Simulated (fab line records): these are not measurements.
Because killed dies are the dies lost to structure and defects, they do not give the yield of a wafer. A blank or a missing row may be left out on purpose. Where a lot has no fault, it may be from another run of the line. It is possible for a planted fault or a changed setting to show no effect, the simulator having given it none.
Matching of chambers -- flow n5 finfet -- 4 sister chambers for N5_HKMG_FIN_ALD_71 on ald metal-04
The step deposits TiN, target thk 1 nm, pulse time 1 s, purge time 3 s. 7 wafers are shown with their chamber, then 8 later ones without.

== WAFERS WITH THEIR CHAMBER ==
wafer,chamber,heater power w (W),heater power outer w (W)
L074.3,2,707,437
L075.4,3,750,469
L076.3,3,748,461
L078.5,0,912,550
L080.3,0,933,540
L080.4,1,919,626
L084.1,1,962,614

== WAFERS WITH NO CHAMBER GIVEN ==
wafer,heater power w (W),heater power outer w (W)
L084.2,753,461
L084.4,720,431
L088.2,714,442
L088.3,736,465
L088.5,925,606
L096.1,946,614
L096.4,947,546
L096.5,933,553

== CHAMBER TAKEN BY EACH ==
wafer,from the rows above,in truth
L084.2,3,3
L084.4,2,2
L088.2,2,2
L088.3,3,3
L088.5,1,1
L096.1,1,1
L096.4,0,0
L096.5,0,0
Placed correctly: 8 of 8. From these rows, 0 cannot be placed. Wrongly placed: 0.
How it was worked out, from the rows above alone: a wafer's distance from a chamber is the root of the sum, over the readings, of the square of ((its reading less the chamber's mean) divided by the reading's scatter). If the next closest chamber is less than 2 further off than the closest, the wafer can't be placed; otherwise it belongs to the closest. The mean given for a chamber averages the wafers shown for that chamber. The scatter is the square root of a quotient: the sum, over the shown wafers, of each reading's squared deviation from its chamber's mean, divided by wafers minus chambers.
